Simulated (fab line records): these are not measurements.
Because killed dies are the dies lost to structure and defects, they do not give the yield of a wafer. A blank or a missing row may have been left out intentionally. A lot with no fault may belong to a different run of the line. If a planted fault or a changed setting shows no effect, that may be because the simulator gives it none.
fab line records ; flow nand-harc
record lots=5; wafers=15; last-day=34
route steps=1302 shown A_M0@1148
lots untouched by any fault: they come from a run of this same line in which no faults occurred
start-h: start of the lot's first displayed wafer, in hours after the record's first day ; wait-h: hours from the lot's prior step to this one ; " the same as in the row above ; L1.1+2: a single row standing in for several wafers ; - value missing, or start not given ; * or withheld: withheld ; < > ~ a bound
route shown NAME@n: names a module that has steps shown in the file, with the first one's number in the route ; usual: the fault-free wafers' mean and standard deviation ; same: alike in all rows ; chamber/n: place in a boat ; sites: each site's reading ; _std_site: standard deviation across them ; _edge_site: the outer-site mean with the inner-site mean subtracted ; radius-mm: for every site, how far away it sits from the centre of the wafer ; mask NAME#n: copy n ; behind: the tool/chamber that last shaped the wafer ; hold: why the lot went on hold/how many hours it stayed there/how the hold came to an end ; device: the transistor (n, p or np) that didn't switch ; end of line: tests run on the same wafers once the route is complete ; a step given without rows: its recipe and nothing more ; killed: dies lost to structure and defects at the first sort, not the wafer's yield ; map: a wafer's dies, marking killed ones x, the rest . and places with no die _
set.NAME: the run value of the setting; set.NAME@STEP: its run value at that earlier step ; model.NAME: the simulator's own value behind a step, which no gauge read
certain route steps with their lots: each step a table, each wafer a row
services: when a tool's chamber went out of use (start-h, in hours from the record's first day, below 0 if earlier), for how many hours, and the reason
## steps
# step NHARC_A_M0_OVL_MEAS_10
# recipe pitch-nm=160
# usual overlay-x-nm=-0.1/0.76; overlay-y-nm=0.1/0.74
lot.wafer;tool;chamber;start-h;wait-h;overlay-x-nm;overlay-y-nm
L630.3;overlay-01;-;538.32;-;-0.9;0.5
L630.4;overlay-01;-;538.32;-;-1.1;0.7
L630.6;overlay-01;-;538.32;-;-0.9;0.3
L631.1;overlay-02;-;542.85;-;-0.6;-0.4
L631.3;overlay-02;-;542.85;-;-0.6;0.1
L631.5;overlay-02;-;542.85;-;-0.5;0.0
L644.2;overlay-02;-;686.70;-;-0.2;0.6
L644.4;overlay-02;-;686.70;-;0.1;1.4
L644.5;overlay-02;-;686.70;-;-0.1;1.1
L651.3;overlay-01;-;741.25;-;0.3;0.5
L651.4;overlay-01;-;741.25;-;0.2;0.3
L651.6;overlay-01;-;741.25;-;0.0;1.1
L649.1;overlay-02;-;766.21;-;-0.1;0.1
L649.2;overlay-02;-;766.21;-;-0.5;0.7
L649.5;overlay-02;-;766.21;-;0.1;0.7
# step NHARC_A_M0_INSPECT_11
# usual raw-defect-count=94/33
lot.wafer;tool;chamber;start-h;wait-h;raw-defect-count
L630.3;defect-inspect-01;-;538.35;0.0;91
L630.4;defect-inspect-01;-;538.35;0.0;105
L630.6;defect-inspect-01;-;538.35;0.0;115
L631.1;defect-inspect-02;-;542.89;0.0;105
L631.3;defect-inspect-02;-;542.89;0.0;114
L631.5;defect-inspect-02;-;542.89;0.0;104
L644.2;defect-inspect-02;-;686.74;0.0;134
L644.4;defect-inspect-02;-;686.74;0.0;138
L644.5;defect-inspect-02;-;686.74;0.0;141
L651.3;defect-inspect-02;-;741.29;0.0;118
L651.4;defect-inspect-02;-;741.29;0.0;107
L651.6;defect-inspect-02;-;741.29;0.0;127
L649.1;defect-inspect-01;-;766.24;0.0;87
L649.2;defect-inspect-01;-;766.24;0.0;92
L649.5;defect-inspect-01;-;766.24;0.0;92
# step NHARC_A_M0_DESCUM_14
# recipe time-s=3; o2-flow-sccm=200; ar-flow-sccm=0; bias-power-w=0; chemistry=O2
# step NHARC_A_M0_ETCH_34
# recipe target-depth-a=400; overetch-a=120; time-s=43.94; ion-energy-ev=200; n2-flow-sccm=150; h2-flow-sccm=150; ar-flow-sccm=0; rf-w=400; bias-w=150; chemistry=N2/H2
# usual bias-w=150.1/0.44; drypump-motor-current-A=5.6/0.48; oes-product-au=1.000/0.01; rf-fwd-power-W=395.0/1.5; rf-vpp-V=432/3.1; showerhead-plenum-p-Torr=2.08/0.11; throttle-valve-pct=14.172/0.01
lot.wafer;tool;chamber;start-h;wait-h;bias-w;drypump-motor-current-A;oes-product-au;rf-fwd-power-W;rf-hours-counter-h;rf-vpp-V;showerhead-plenum-p-Torr;throttle-valve-pct
L630.3;rie-diel-07;1;538.50;0.1;149.2;4.9;0.995;394.9;1.7;434;2.16;14.180
L630.4;rie-diel-07;3;538.50;0.1;150.4;6.6;0.995;396.4;2.6;431;2.00;14.180
L630.6;rie-diel-07;1;538.50;0.1;150.2;4.9;1.000;395.0;-;435;2.16;14.166
L631.3;rie-diel-06;2;543.05;0.1;150.5;5.2;0.990;394.8;2.2;435;2.20;14.180
L631.1;rie-diel-06;3;543.05;0.1;149.7;5.9;1.003;394.2;1.7;427;1.90;14.155
L631.5;rie-diel-06;1;543.05;0.1;150.1;5.1;1.008;394.7;-;435;2.19;14.185
L644.4;rie-diel-06;0;686.89;0.1;149.4;5.8;0.986;395.9;0.5;433;2.08;14.175
L644.2;rie-diel-06;2;686.89;0.1;149.4;5.2;0.997;395.8;0.5;435;2.20;14.161
L644.5;rie-diel-06;3;686.89;0.1;150.3;5.8;1.002;393.9;-;427;1.89;14.184
L651.4;rie-diel-06;0;741.44;0.1;148.8;5.8;0.986;395.9;2.0;431;2.08;14.178
L651.3;rie-diel-06;1;741.44;0.1;150.0;5.1;1.015;393.4;2.3;434;2.18;14.168
L651.6;rie-diel-06;3;741.44;0.1;150.2;5.8;0.998;394.1;-;426;1.89;14.181
L649.2;rie-diel-07;0;766.39;0.1;150.3;6.3;1.010;393.4;5.4;428;1.97;14.163
L649.1;rie-diel-07;1;766.39;0.1;150.1;4.9;0.991;396.8;5.3;434;2.16;14.177
L649.5;rie-diel-07;0;766.39;0.1;150.3;6.3;1.008;392.2;-;427;1.97;14.175
# step NHARC_A_M0_ETCH_15
# recipe target-depth-a=1500; overetch-a=150; time-s=82.5; c4f8-flow-sccm=withheld; ar-flow-sccm=400; rf-w=600; bias-w=300; chemistry=C4F8/Ar
# step NHARC_A_M0_CD_MEAS_16
# usual cd-nm=80.1/0.86
lot.wafer;tool;chamber;start-h;wait-h;cd-nm
L630.3;cd-sem-02;-;538.72;-;80.0
L630.4;cd-sem-02;-;538.72;-;80.2
L630.6;cd-sem-02;-;538.72;-;80.2
L631.1;cd-sem-02;-;543.25;-;80.1
L631.3;cd-sem-02;-;543.25;-;80.9
L631.5;cd-sem-02;-;543.25;-;79.1
L644.2;cd-sem-01;-;687.10;-;79.9
L644.4;cd-sem-01;-;687.10;-;79.8
L644.5;cd-sem-01;-;687.10;-;78.4
L651.3;cd-sem-03;-;741.65;-;80.0
L651.4;cd-sem-03;-;741.65;-;79.8
L651.6;cd-sem-03;-;741.65;-;79.3
L649.1;cd-sem-03;-;766.60;-;79.9
L649.2;cd-sem-03;-;766.60;-;79.0
L649.5;cd-sem-03;-;766.60;-;78.5
# step NHARC_A_M0_STRIP_18
# recipe power-w=1000; n2-flow-sccm=150; h2-flow-sccm=150; ar-flow-sccm=0; bias-w=0; chemistry=N2/H2
# usual drypump-motor-current-A=5.7/0.6; oes-product-au=1.000/0.01; rf-fwd-power-W=997/3.2; rf-vpp-V=90.6/0.89; showerhead-plenum-p-Torr=2.07/0.096; throttle-valve-pct=14.172/0.0088
# same bias-w=0
lot.wafer;tool;chamber;start-h;wait-h;drypump-motor-current-A;oes-product-au;rf-fwd-power-W;rf-hours-counter-h;rf-vpp-V;showerhead-plenum-p-Torr;throttle-valve-pct
L630.3;rie-diel-12;2;538.81;0.1;5.4;1.007;992;6.8;90.8;1.94;14.186
L630.4;rie-diel-12;3;538.81;0.1;5.7;1.007;1003;7.0;90.9;2.16;14.190
L630.6;rie-diel-12;1;538.81;0.1;5.0;0.982;1001;-;91.3;2.08;14.160
L631.1;rie-diel-07;2;543.32;0.1;6.3;1.006;997;2.4;89.3;2.02;14.174
L631.3;rie-diel-07;0;543.32;0.1;6.3;1.005;1002;2.3;90.0;1.97;14.159
L631.5;rie-diel-07;2;543.32;0.1;6.2;1.009;996;-;90.3;2.02;14.177
L644.2;rie-diel-12;2;687.23;0.1;5.4;1.017;996;2.0;89.0;1.94;14.180
L644.4;rie-diel-12;3;687.23;0.1;5.7;1.016;995;2.0;92.9;2.16;14.172
L644.5;rie-diel-12;0;687.23;0.1;6.4;1.002;1001;-;90.9;2.16;14.163
L651.4;rie-diel-07;1;741.72;0.1;4.9;0.983;998;3.7;92.0;2.16;14.172
L651.3;rie-diel-07;2;741.72;0.1;6.3;1.006;992;3.3;89.8;2.02;14.165
L651.6;rie-diel-07;1;741.72;0.1;4.9;0.979;1000;-;91.3;2.16;14.174
L649.1;rie-diel-06;1;766.68;0.1;5.1;1.008;996;3.1;91.2;2.18;14.181
L649.2;rie-diel-06;3;766.68;0.1;5.8;0.994;1001;3.4;90.3;1.89;14.178
L649.5;rie-diel-06;2;766.68;0.1;5.2;1.006;1001;-;90.3;2.20;14.171
# step NHARC_A_M0_STRIP_19
# recipe time-s=600; temp-c=30; chemistry=post-etch-residue-remover
# step NHARC_A_M0_DEGAS_28
# recipe temp-c=250; time-s=60
# usual heater-power-w=337/33
lot.wafer;tool;chamber;start-h;wait-h;heater-power-w
L630.3;pvd-sputter-01;-;539.34;-;332
L630.4;pvd-sputter-01;-;539.34;-;320
L630.6;pvd-sputter-01;-;539.34;-;337
L631.3;pvd-sputter-01;-;543.89;-;343
L631.1;pvd-sputter-01;-;543.89;-;318
L631.5;pvd-sputter-01;-;543.89;-;334
L644.2;pvd-sputter-03;-;687.73;-;321
L644.4;pvd-sputter-03;-;687.73;-;355
L644.5;pvd-sputter-03;-;687.73;-;400
L651.4;pvd-sputter-03;-;742.27;-;390
L651.3;pvd-sputter-03;-;742.27;-;298
L651.6;pvd-sputter-03;-;742.27;-;337
L649.1;pvd-sputter-03;-;767.22;-;296
L649.2;pvd-sputter-03;-;767.22;-;335
L649.5;pvd-sputter-03;-;767.22;-;343
# step NHARC_A_M0_PRE_CLEAN_29
# recipe time-s=30; temp-c=280; gas=H2/He
# usual heater-power-w=417/39
lot.wafer;tool;chamber;start-h;wait-h;heater-power-w
L630.4;pvd-sputter-01;-;-;-;344
L630.3;pvd-sputter-01;-;-;-;407
L630.6;pvd-sputter-01;-;-;-;413
L631.3;pvd-sputter-01;-;-;-;346
L631.1;pvd-sputter-01;-;-;-;417
L631.5;pvd-sputter-01;-;-;-;406
L644.4;pvd-sputter-03;-;-;-;415
L644.2;pvd-sputter-03;-;-;-;419
L644.5;pvd-sputter-03;-;-;-;402
L651.3;pvd-sputter-03;-;-;-;423
L651.4;pvd-sputter-03;-;-;-;365
L651.6;pvd-sputter-03;-;-;-;409
L649.2;pvd-sputter-03;-;-;-;422
L649.1;pvd-sputter-03;-;-;-;467
L649.5;pvd-sputter-03;-;-;-;400
# step NHARC_A_M0_PVD_20
# recipe target-thk-a=50; bias-v=168.6; power-w=15000; chamber-pressure-pa=0.12; time-s=8.06; substrate-temp-c=50; material=TaN
# step NHARC_A_M0_PVD_21
# recipe target-thk-a=300; chamber-pressure-pa=5; power-w=5000; substrate-temp-c=30; time-s=20.49; material=Cu
# step NHARC_A_M0_ECD_22
# recipe target-thk-a=4000; bath-temp-c=25; material=Cu
# usual bath-temp-c=24.98/0.1
lot.wafer;tool;chamber;start-h;wait-h;bath-temp-c
L630.3;ecd-cu-02;1;539.80;-;25.19
L630.4;ecd-cu-02;0;539.80;-;25.04
L630.6;ecd-cu-02;1;539.80;-;24.90
L631.1;ecd-cu-02;1;544.44;-;24.87
L631.3;ecd-cu-02;0;544.44;-;25.18
L631.5;ecd-cu-02;1;544.44;-;25.06
L644.2;ecd-cu-02;0;688.20;-;25.02
L644.4;ecd-cu-02;0;688.20;-;25.00
L644.5;ecd-cu-02;1;688.20;-;24.96
L651.4;ecd-cu-01;0;742.73;-;25.00
L651.3;ecd-cu-01;1;742.73;-;24.88
L651.6;ecd-cu-01;0;742.73;-;24.89
L649.1;ecd-cu-02;1;767.58;-;24.77
L649.2;ecd-cu-02;0;767.58;-;25.03
L649.5;ecd-cu-02;0;767.58;-;25.11
# step NHARC_A_M0_ANNEAL_30
# recipe temp-c=225; time-s=90
# usual wafer_temp_C_max=226.04/0.24
lot.wafer;tool;chamber;start-h;wait-h;wafer_temp_C_max
L630.3;rtp-anneal-01;0;540.21;0.4;226.18
L630.4;rtp-anneal-01;0;540.21;0.4;226.06
L630.6;rtp-anneal-01;0;540.21;0.4;225.77
L631.1;rtp-anneal-02;0;544.77;0.3;226.02
L631.3;rtp-anneal-02;0;544.77;0.3;226.30
L631.5;rtp-anneal-02;0;544.77;0.3;226.47
L644.2;rtp-anneal-02;0;688.57;-;226.02
L644.4;rtp-anneal-02;0;688.57;-;225.71
L644.5;rtp-anneal-02;0;688.57;-;226.18
L651.3;rtp-anneal-01;0;743.11;0.3;226.18
L651.4;rtp-anneal-01;0;743.11;0.3;226.07
L651.6;rtp-anneal-01;0;743.11;0.3;226.04
L649.1;rtp-anneal-02;0;767.96;-;226.07
L649.2;rtp-anneal-02;0;767.96;-;226.43
L649.5;rtp-anneal-02;0;767.96;-;225.82
# step NHARC_A_M0_CMP_23
# recipe t-overpolish-s=20; target-thk-nm=113.75
# usual edge-zone-pressure-frac=1.001/0.0057; motor-current-A=12.1/1.2; pad-life-wafers=206/91; retaining-ring-pressure-frac=1.000/0.0052; time-to-endpoint-s=28.6/2.5
lot.wafer;tool;chamber;start-h;wait-h;edge-zone-pressure-frac;motor-current-A;pad-life-wafers;retaining-ring-pressure-frac;time-to-endpoint-s
L630.3;cmp-01;0;540.48;-;1.000;13.5;205;0.990;26.0
L630.4;cmp-01;2;540.48;-;1.007;11.8;207;1.001;24.4
L630.6;cmp-01;3;540.48;-;0.989;9.7;-;1.011;28.1
L631.1;cmp-03;3;545.12;-;1.002;11.9;300;1.001;29.9
L631.3;cmp-03;1;545.12;-;0.997;11.4;302;1.003;27.3
L631.5;cmp-03;0;545.12;-;0.995;13.2;-;1.003;28.2
L644.4;cmp-03;0;688.87;-;1.005;13.3;108;1.001;45.2
L644.2;cmp-03;3;688.87;-;1.006;12.6;111;0.999;43.6
L644.5;cmp-03;0;688.87;-;0.995;12.6;-;0.997;28.8
L651.3;cmp-03;2;743.35;-;0.992;10.0;288;1.003;33.6
L651.4;cmp-03;3;743.35;-;1.006;11.9;289;0.997;31.1
L651.6;cmp-03;2;743.35;-;1.000;10.5;-;1.003;33.7
L649.1;cmp-03;3;768.31;-;1.003;11.9;30;1.001;27.8
L649.2;cmp-03;0;768.31;-;1.001;13.0;31;1.009;28.3
L649.5;cmp-03;3;768.31;-;1.004;12.2;-;0.996;28.9
# step NHARC_A_M0_THK_MEAS_24
# recipe thk-meas-gauge=xrf
# usual thk-nm=113.6/1.6
lot.wafer;tool;chamber;start-h;wait-h;thk-nm
L630.3;film-metro-01;-;540.77;-;112.8
L630.4;film-metro-01;-;540.77;-;115.2
L630.6;film-metro-01;-;540.77;-;113.7
L631.1;film-metro-02;-;545.43;-;114.8
L631.3;film-metro-02;-;545.43;-;115.0
L631.5;film-metro-02;-;545.43;-;113.8
L644.2;film-metro-02;-;689.19;-;116.3
L644.4;film-metro-02;-;689.19;-;114.0
L644.5;film-metro-02;-;689.19;-;115.0
L651.3;film-metro-02;-;743.67;-;116.2
L651.4;film-metro-02;-;743.67;-;115.1
L651.6;film-metro-02;-;743.67;-;116.4
L649.1;film-metro-02;-;768.62;-;114.5
L649.2;film-metro-02;-;768.62;-;113.2
L649.5;film-metro-02;-;768.62;-;116.6
## services
tool;chamber;start-h;hours;kind
cmp-03;-;521.68;3.7;repair
pvd-sputter-03;-;526.00;10.0;pm
rie-diel-06;3;529.62;5.5;repair
ecd-cu-02;-;535.50;1.0;repair
cmp-03;-;554.00;4.0;pm
pvd-sputter-03;-;561.61;0.8;repair
pvd-sputter-01;-;582.05;10.0;pm
ecd-cu-02;-;596.25;8.0;pm
pvd-sputter-03;-;613.25;3.9;repair
pvd-sputter-01;-;613.37;1.2;repair
rie-diel-06;-;639.15;0.5;repair
pvd-sputter-03;-;646.89;3.6;repair
rie-diel-07;-;648.22;9.0;pm
cmp-03;-;652.00;4.0;pm
rie-diel-06;-;661.20;9.0;pm
rie-diel-06;3;672.30;4.1;repair
cmp-03;-;673.06;4.9;repair
pvd-sputter-03;-;676.24;2.2;repair
rie-diel-06;3;695.15;4.3;repair
rie-diel-07;-;700.33;0.7;repair
pvd-sputter-03;-;704.06;10.0;pm
cmp-03;-;707.52;2.1;repair
rie-diel-07;-;719.16;4.7;repair
rie-diel-07;2;729.95;4.1;repair
## key
first-sign step=NHARC_A_M0_CMP_23; reading=time-to-endpoint-s; direction=up; sigmas=6.3; usual=*; struck=*
effect none on later readings
met-at NHARC_A_M0_ECD_22
struck-wafers L644.2,L644.4
onset-between 544.44 688.20
fault kind=process-parameter-drift; tool=ecd-cu-02; chamber=-; onset-h=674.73; steps=NHARC_A_M0_ECD_22; channel=target-thk-a; offset=*; shape=step; end-h=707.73; scope=struck-wafers-only; acts-in=*; stated=*
